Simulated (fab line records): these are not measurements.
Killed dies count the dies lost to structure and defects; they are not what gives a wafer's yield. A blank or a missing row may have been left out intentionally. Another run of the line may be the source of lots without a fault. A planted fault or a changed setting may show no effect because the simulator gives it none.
The tool behind it: which one? ; flow nand_harc ; Sampling: 24 lots, 72 wafers, 6 of 1159 route steps

== WHAT EACH GAUGE READ, for each wafer ==
NHARC_P_M2_OVL_MEAS_10: pitch 340 nm. Usual: overlay_x_nm 0.0 nm, standard deviation 0.81; overlay_y_nm 0.0 nm, standard deviation 1.
lot;measured;on;overlay_x_nm (nm);overlay_y_nm (nm);flag
L077;day 8 16:28;overlay-02;0.3 -0.3 0.1;1.2 0.9 1.0;
L075;day 8 15:59;overlay-02;0.1 0.1 -0.1;0.0 0.1 -0.2;
L076;day 8 17:36;overlay-02;0.9 0.8 0.2;-0.5 -1.3 -1.7;
L074;day 8 19:21;overlay-02;-1.3 -0.8 -1.1;-0.3 0.2 -0.7;
L078;day 8 20:23;overlay-01;0.3 1.2 0.3;0.2 -0.6 0.0;
L081;day 9 05:16;overlay-01;0.1 -0.4 0.3;-0.6 -0.4 0.0;
L080;day 9 07:05;overlay-01;0.0 -0.2 0.3;0.7 0.6 1.6;
L079;day 9 08:17;overlay-02;-0.2 -0.1 0.1;-1.2 -1.0 -1.4;
L082;day 9 12:07;overlay-01;-0.2 0.0 0.1;-1.9 -1.1 -1.1;
L083;day 9 13:59;overlay-01;1.4 1.4 1.2;0.5 0.4 -0.1;
L084;day 9 15:57;overlay-02;-0.8 -0.7 -0.3;0.8 0.9 0.8;
L086;day 9 17:40;overlay-02;-1.1 -1.0 -0.7;-0.4 -0.7 -0.3;
L085;day 9 18:56;overlay-02;-1.3 -1.1 -1.2;0.2 0.6 0.2;
L087;day 9 19:23;overlay-02;0.1 -0.7 -0.4;-1.1 -1.5 -1.2;
L088;day 10 02:38;overlay-01;1.2 0.5 0.6;1.3 1.0 1.2;
L089;day 10 06:11;overlay-02;0.8 1.0 -0.1;-1.0 -1.1 -1.1;
L090;day 10 06:41;overlay-02;0.0 -0.2 -0.6;-0.2 -0.2 -0.8;
L092;day 10 09:40;overlay-01;0.4 0.4 -0.2;2.0 2.2 1.8;
L091;day 10 10:37;overlay-02;0.3 0.2 -0.2;0.2 0.9 1.2;
L093;day 10 19:01;overlay-01;1.7 1.7 1.9;2.6 2.1 2.1;
L094;day 11 00:14;overlay-01;-0.6 -0.9 -0.5;-0.4 -0.3 0.1;
L095;day 11 01:10;overlay-01;-0.7 -1.5 -1.0;0.2 0.7 0.9;
L097;day 11 15:50;overlay-01;0.9 1.2 0.3;-1.3 -0.7 -0.1;
L096;day 11 15:59;overlay-02;-0.4 -0.5 -0.6;-1.0 -0.9 -0.9;

== EACH LOT AND THE TOOL THAT RAN IT (in order: tool; ch and the chambers of the sampled wafers; start) ==
lot;NHARC_P_GATE_STRIP_101;NHARC_P_GATE_STRIP_75;NHARC_P_CONTACT_CMP_24;NHARC_P_M0_ETCH_34;NHARC_P_M0_CMP_23
L077;rie_diel-06 ch 1,3, day 7 14:57;plasma_asher-02 ch 0,1, day 7 16:41;cmp-01 ch 0,2, day 8 06:07;rie_diel-09 ch 0,2, day 8 07:38;cmp-04 ch 0,3, day 8 09:36
L075;rie_diel-06 ch 0,3, day 7 15:05;plasma_asher-01 ch 0,1, day 7 16:52;cmp-04 ch 0,2, day 8 05:33;rie_diel-03 ch 0,2,3, day 8 07:20;cmp-02 ch 1,2, day 8 09:18
L076;rie_diel-05 ch 0,2,3, day 7 16:31;plasma_asher-01 ch 0,1, day 7 18:32;cmp-03 ch 0,1, day 8 06:36;rie_diel-03 ch 0,1,3, day 8 08:13;cmp-04 ch 1,2,3, day 8 10:12
L074;rie_diel-04 ch 0,1,3, day 7 21:32;plasma_asher-02 ch 0,1, day 7 23:17;cmp-01 ch 1,2,3, day 8 09:50;rie_diel-08 ch 0,3, day 8 11:14;cmp-04 ch 0,2,3, day 8 13:25
L078;rie_diel-04 ch 0,1,2, day 7 21:39;plasma_asher-01 ch 0,1, day 7 23:31;cmp-01 ch 0,3, day 8 10:29;rie_diel-08 ch 2,3, day 8 12:09;cmp-04 ch 0,3, day 8 14:14
L081;rie_diel-04 ch 0,1,2, day 8 03:41;plasma_asher-02 ch 0,1, day 8 05:20;cmp-03 ch 0,2,3, day 8 19:30;rie_diel-09 ch 1,3, day 8 21:04;cmp-04 ch 0,2,3, day 8 23:05
L080;rie_diel-04 ch 0,1, day 8 05:01;plasma_asher-01 ch 0,1, day 8 06:48;cmp-04 ch 1,2,3, day 8 20:49;rie_diel-08 ch 0,1,2, day 8 22:28;cmp-03 ch 0,3, day 9 00:26
L079;rie_diel-04 ch 0,1, day 8 05:33;plasma_asher-02 ch 0,1, day 8 07:20;cmp-01 ch 0,1,2, day 8 20:56;rie_diel-09 ch 2,3, day 8 22:43;cmp-03 ch 0,3, day 9 01:05
L082;rie_diel-06 ch 0,1,2, day 8 09:56;plasma_asher-01 ch 0,1, day 8 11:35;cmp-03 ch 0,1,3, day 9 01:43;rie_diel-08 ch 0,3, day 9 03:17;cmp-03 ch 0,2,3, day 9 05:26
L083;rie_diel-05 ch 0,1,3, day 8 11:23;plasma_asher-01 ch 0,1, day 8 13:10;cmp-04 ch 0,2, day 9 03:26;rie_diel-03 ch 1,2,3, day 9 05:01;cmp-03 ch 0,1,3, day 9 07:00
L084;rie_diel-06 ch 0,1,2, day 8 12:04;plasma_asher-01 ch 0,1, day 8 13:43;cmp-01 ch 2,3, day 9 05:55;rie_diel-08 ch 0,1, day 9 07:25;cmp-03 ch 1,2, day 9 09:23
L086;rie_diel-05 ch 0,2, day 8 16:13;plasma_asher-01 ch 0,1, day 8 18:23;cmp-01 ch 0,1, day 9 07:13;rie_diel-03 ch 2,3, day 9 08:51;cmp-03 ch 0,3, day 9 10:57
L085;rie_diel-06 ch 0,2,3, day 8 17:42;plasma_asher-01 ch 0,1, day 8 19:27;cmp-01 ch 1,3, day 9 07:44;rie_diel-08 ch 0,1,3, day 9 09:12;cmp-03 ch 1,3, day 9 11:35
L087;rie_diel-04 ch 0,2, day 8 18:13;plasma_asher-01 ch 0,1, day 8 19:52;cmp-04 ch 0,3, day 9 08:40;rie_diel-09 ch 0,2,3, day 9 10:08;cmp-02 ch 0,1,3, day 9 12:07
L088;rie_diel-05 ch 0,1,2, day 8 22:26;plasma_asher-02 ch 0,1, day 9 00:44;cmp-01 ch 0,2,3, day 9 16:58;rie_diel-08 ch 0,2,3, day 9 18:32;cmp-02 ch 0,1,3, day 9 20:30
L089;rie_diel-06 ch 0,1,2, day 9 02:14;plasma_asher-02 ch 0,1, day 9 04:01;cmp-03 ch 0,3, day 9 20:16;rie_diel-03 ch 0,2, day 9 21:49;cmp-03 ch 1,2,3, day 10 00:05
L090;rie_diel-06 ch 0,1,2, day 9 02:41;plasma_asher-02 ch 0,1, day 9 04:39;cmp-04 ch 2,3, day 9 20:46;rie_diel-09 ch 1,3, day 9 22:20;cmp-02 ch 0,3, day 10 00:25
L092;rie_diel-06 ch 1,2,3, day 9 09:42;plasma_asher-01 ch 0,1, day 9 11:29;cmp-04 ch 0,1,3, day 10 00:08;rie_diel-09 ch 0,2, day 10 01:41;cmp-02 ch 0,2,3, day 10 03:42
L091;rie_diel-04 ch 0,3, day 9 09:52;plasma_asher-02 ch 0,1, day 9 11:49;cmp-01 ch 2,3, day 10 00:42;rie_diel-09 ch 2,3, day 10 02:17;cmp-04 ch 0,1, day 10 04:13
L093;rie_diel-04 ch 2,3, day 9 21:11;plasma_asher-02 ch 0,1, day 9 22:58;cmp-03 ch 1,2,3, day 10 09:34;rie_diel-08 ch 0,1, day 10 11:05;cmp-03 ch 0,2,3, day 10 13:04
L094;rie_diel-06 ch 1,3, day 10 02:42;plasma_asher-02 ch 0,1, day 10 04:27;cmp-01 ch 1,2, day 10 14:37;rie_diel-03 ch 0,1,2, day 10 16:12;cmp-03 ch 2,3, day 10 18:08
L095;rie_diel-06 ch 0,1, day 10 02:51;plasma_asher-01 ch 1, day 10 04:38;cmp-04 ch 0,2, day 10 15:01;rie_diel-03 ch 1,2,3, day 10 16:35;cmp-03 ch 1,2,3, day 10 18:46
L097;rie_diel-05 ch 0,3, day 10 15:51;plasma_asher-01 ch 0,1, day 10 17:35;cmp-04 ch 1,2, day 11 05:48;rie_diel-08 ch 1,2,3, day 11 07:16;cmp-03 ch 0,1,3, day 11 09:16
L096;rie_diel-04 ch 0,1, day 10 16:29;plasma_asher-02 ch 0,1, day 10 18:15;cmp-01 ch 1,2, day 11 06:21;rie_diel-08 ch 0,2, day 11 07:56;cmp-02 ch 2,3, day 11 09:51
- NHARC_P_GATE_STRIP_101: strips in O2, time 20 s.
- NHARC_P_GATE_STRIP_75: strips in O2.
- NHARC_P_CONTACT_CMP_24: polishes, t overpolish 30 s, target thk 200 nm.
- NHARC_P_M0_ETCH_34: etches the open film in N2/H2, target depth 40 nm, overetch 12 nm, time 43.94 s.
- NHARC_P_M0_CMP_23: polishes, t overpolish 20 s, target thk 117.53 nm.

== WHAT THE TOOLS THEMSELVES READ (means of the sampled wafers that have a number; where no wafer has one, the mark that the record gives instead) ==
NHARC_P_GATE_STRIP_101. Usual: drypump_motor_current_A 5.8 A, standard deviation 0.6; oes_product_au 0.998 a.u., standard deviation 0.0098; rf_vpp_V 57.9 V, standard deviation 0.91; showerhead_plenum_p_Torr 3.58 Torr, standard deviation 0.14; throttle_valve_pct 17.036 %, standard deviation 0.0089.
lot;tool;drypump_motor_current_A (A);oes_product_au (a.u.);rf_vpp_V (V);showerhead_plenum_p_Torr (Torr);throttle_valve_pct (%);flag
L077;rie_diel-06;5.3;0.986;58.3;3.74;17.039;
L075;rie_diel-06;6.2;1.009;57.2;3.67;17.041;
L076;rie_diel-05;5.7;0.995;58.2;3.56;17.038;
L074;rie_diel-04;5.6;1.000;58.2;3.61;17.040;
L078;rie_diel-04;6.1;0.991;57.9;3.55;17.042;
L081;rie_diel-04;6.1;0.994;58.2;3.55;17.040;
L080;rie_diel-04;5.7;1.000;58.6;3.55;17.046;
L079;rie_diel-04;6.1;0.997;57.9;3.49;17.037;
L082;rie_diel-06;5.7;1.000;57.6;3.57;17.035;
L083;rie_diel-05;5.6;0.995;57.8;3.49;17.032;
L084;rie_diel-06;5.7;0.998;58.0;3.57;17.038;
L086;rie_diel-05;5.7;1.002;57.5;3.61;17.043;
L085;rie_diel-06;6.0;1.000;57.7;3.55;17.036;
L087;rie_diel-04;6.4;1.003;57.9;3.54;17.034;
L088;rie_diel-05;6.0;0.994;58.4;3.58;17.030;
L089;rie_diel-06;5.7;1.002;57.3;3.57;17.037;
L090;rie_diel-06;5.7;0.997;57.8;3.57;17.043;
L092;rie_diel-06;5.4;0.993;57.9;3.60;17.038;
L091;rie_diel-04;6.0;1.001;57.9;3.55;17.034;
L093;rie_diel-04;6.0;1.002;58.2;3.66;17.043;
L094;rie_diel-06;5.3;0.990;58.7;3.74;17.032;
L095;rie_diel-06;5.6;0.984;57.4;3.71;17.030;
L097;rie_diel-05;5.4;0.998;57.8;3.46;17.029;
L096;rie_diel-04;6.1;1.003;57.7;3.48;17.027;

NHARC_P_GATE_STRIP_75. Usual: drypump_motor_current_A 5.7 A, standard deviation 0.32; heater_power_w 322 W, standard deviation 28.
lot;tool;drypump_motor_current_A (A);heater_power_w (W);flag
L077;plasma_asher-02;6.0;336;
L075;plasma_asher-01;5.4;320;
L076;plasma_asher-01;5.5;302;
L074;plasma_asher-02;5.9;361;
L078;plasma_asher-01;5.5;303;
L081;plasma_asher-02;5.9;355;
L080;plasma_asher-01;5.5;303;
L079;plasma_asher-02;5.9;356;
L082;plasma_asher-01;5.4;316;
L083;plasma_asher-01;5.4;322;
L084;plasma_asher-01;5.5;300;
L086;plasma_asher-01;5.5;302;
L085;plasma_asher-01;5.4;314;
L087;plasma_asher-01;5.5;304;
L088;plasma_asher-02;5.9;341;
L089;plasma_asher-02;6.1;323;
L090;plasma_asher-02;5.9;343;
L092;plasma_asher-01;5.4;316;
L091;plasma_asher-02;6.1;322;
L093;plasma_asher-02;6.0;330;
L094;plasma_asher-02;5.9;341;
L095;plasma_asher-01;5.6;287;
L097;plasma_asher-01;5.5;300;
L096;plasma_asher-02;6.1;325;

NHARC_P_CONTACT_CMP_24. Usual: motor_current_A 12.1 A, standard deviation 1.2; overpolish_run_s 30.000 s, standard deviation 0.0081; time_to_endpoint_s 40.6 s, standard deviation 2.6.
lot;tool;motor_current_A (A);overpolish_run_s (s);time_to_endpoint_s (s);flag
L077;cmp-01;11.4;30.002;42.4;
L075;cmp-04;11.6;30.001;45.2;
L076;cmp-03;10.3;29.997;39.2;
L074;cmp-01;12.3;30.004;40.9;
L078;cmp-01;12.9;30.008;39.4;
L081;cmp-03;12.1;29.993;40.7;
L080;cmp-04;12.0;30.003;44.2;
L079;cmp-01;11.9;29.995;39.2;
L082;cmp-03;11.8;30.002;39.1;
L083;cmp-04;12.1;30.003;43.4;
L084;cmp-01;11.9;29.996;41.8;
L086;cmp-01;12.2;30.003;40.7;
L085;cmp-01;13.7;30.002;39.2;
L087;cmp-04;11.8;30.002;45.3;
L088;cmp-01;12.2;30.010;40.2;
L089;cmp-03;12.9;30.001;42.8;
L090;cmp-04;12.8;29.995;37.4;
L092;cmp-04;11.7;29.995;38.9;
L091;cmp-01;12.7;30.002;38.7;
L093;cmp-03;12.2;30.000;42.6;
L094;cmp-01;12.6;30.008;40.8;
L095;cmp-04;11.8;29.997;37.9;
L097;cmp-04;12.5;30.000;38.7;
L096;cmp-01;12.9;29.999;38.9;

NHARC_P_M0_ETCH_34. Usual: drypump_motor_current_A 5.7 A, standard deviation 0.57; oes_product_au 0.998 a.u., standard deviation 0.011; rf_fwd_power_W 395.5 W, standard deviation 1.9; rf_vpp_V 431.0 V, standard deviation 2.4; showerhead_plenum_p_Torr 2.06 Torr, standard deviation 0.084; throttle_valve_pct 14.171 %, standard deviation 0.008.
lot;tool;drypump_motor_current_A (A);oes_product_au (a.u.);rf_fwd_power_W (W);rf_vpp_V (V);showerhead_plenum_p_Torr (Torr);throttle_valve_pct (%);flag
L077;rie_diel-09;5.9;0.996;396.0;429.9;2.02;14.174;
L075;rie_diel-03;5.5;1.000;392.0;431.5;2.09;14.165;
L076;rie_diel-03;5.3;0.999;396.1;429.5;2.02;14.167;
L074;rie_diel-08;5.7;0.995;396.4;429.5;2.03;14.175;
L078;rie_diel-08;5.9;1.010;396.8;429.4;1.99;14.173;
L081;rie_diel-09;5.9;0.997;396.7;432.9;2.11;14.169;
L080;rie_diel-08;5.6;0.996;396.3;431.5;2.07;14.174;
L079;rie_diel-09;5.1;0.999;395.4;430.0;2.03;14.175;
L082;rie_diel-08;5.6;0.996;396.8;430.4;2.05;14.176;
L083;rie_diel-03;6.0;0.992;394.3;429.7;2.02;14.170;
L084;rie_diel-08;5.5;0.995;394.3;432.1;2.11;14.171;
L086;rie_diel-03;6.2;0.993;392.1;431.4;2.09;14.173;
L085;rie_diel-08;5.6;1.006;396.8;431.7;2.08;14.170;
L087;rie_diel-09;5.5;1.000;396.7;430.6;2.02;14.168;
L088;rie_diel-08;5.7;1.000;395.8;430.5;2.02;14.171;
L089;rie_diel-03;6.1;0.982;392.7;433.9;2.16;14.172;
L090;rie_diel-09;5.9;0.992;394.9;432.5;2.11;14.170;
L092;rie_diel-09;5.9;0.993;395.5;430.1;2.02;14.170;
L091;rie_diel-09;5.2;0.987;396.7;431.3;2.05;14.177;
L093;rie_diel-08;5.4;0.992;396.6;432.5;2.13;14.172;
L094;rie_diel-03;5.9;1.004;395.7;431.6;2.10;14.174;
L095;rie_diel-03;6.0;1.003;393.3;430.0;2.02;14.177;
L097;rie_diel-08;5.7;1.003;396.0;429.9;2.04;14.173;
L096;rie_diel-08;5.8;0.995;394.8;429.6;2.01;14.172;

NHARC_P_M0_CMP_23. Usual: motor_current_A 11.9 A, standard deviation 1.7; time_to_endpoint_s 29.5 s, standard deviation 2.5.
lot;tool;motor_current_A (A);time_to_endpoint_s (s);flag
L077;cmp-04;11.9;31.7;
L075;cmp-02;11.5;29.7;
L076;cmp-04;12.5;32.9;
L074;cmp-04;12.2;30.6;
L078;cmp-04;12.0;29.0;
L081;cmp-04;12.2;31.4;
L080;cmp-03;13.0;32.2;
L079;cmp-03;11.7;28.6;
L082;cmp-03;12.0;30.4;
L083;cmp-03;11.6;29.8;
L084;cmp-03;11.0;27.4;
L086;cmp-03;13.1;29.9;
L085;cmp-03;11.9;27.0;
L087;cmp-02;11.9;27.6;
L088;cmp-02;11.8;29.9;
L089;cmp-03;12.0;28.8;
L090;cmp-02;12.8;25.2;
L092;cmp-02;12.4;29.8;
L091;cmp-04;11.7;28.6;
L093;cmp-03;12.2;30.9;
L094;cmp-03;13.9;28.9;
L095;cmp-03;12.3;28.5;
L097;cmp-03;11.7;30.5;
L096;cmp-02;12.5;28.7;

== THE ANSWER, worked out from the rows above alone ==
Rule: take the mean of a lot's wafers that have a number; if it is more than 3 standard deviations from the usual mean, the lot is off. A lot without any number at a reading at which 4 lots or more have one is off too. Any other lot the step has rows for is counted as sound. First the gauges in route order, then the tools' own readings, where a lot's mean is used as printed above. The first step at which some lot is off is used, and at that step the reading that is off furthest; a lot without a number counts as furthest.
Nothing can be told from this: no lot is off at any reading shown.

== WHAT HAD BEEN PUT IN BY THE SIMULATOR ==
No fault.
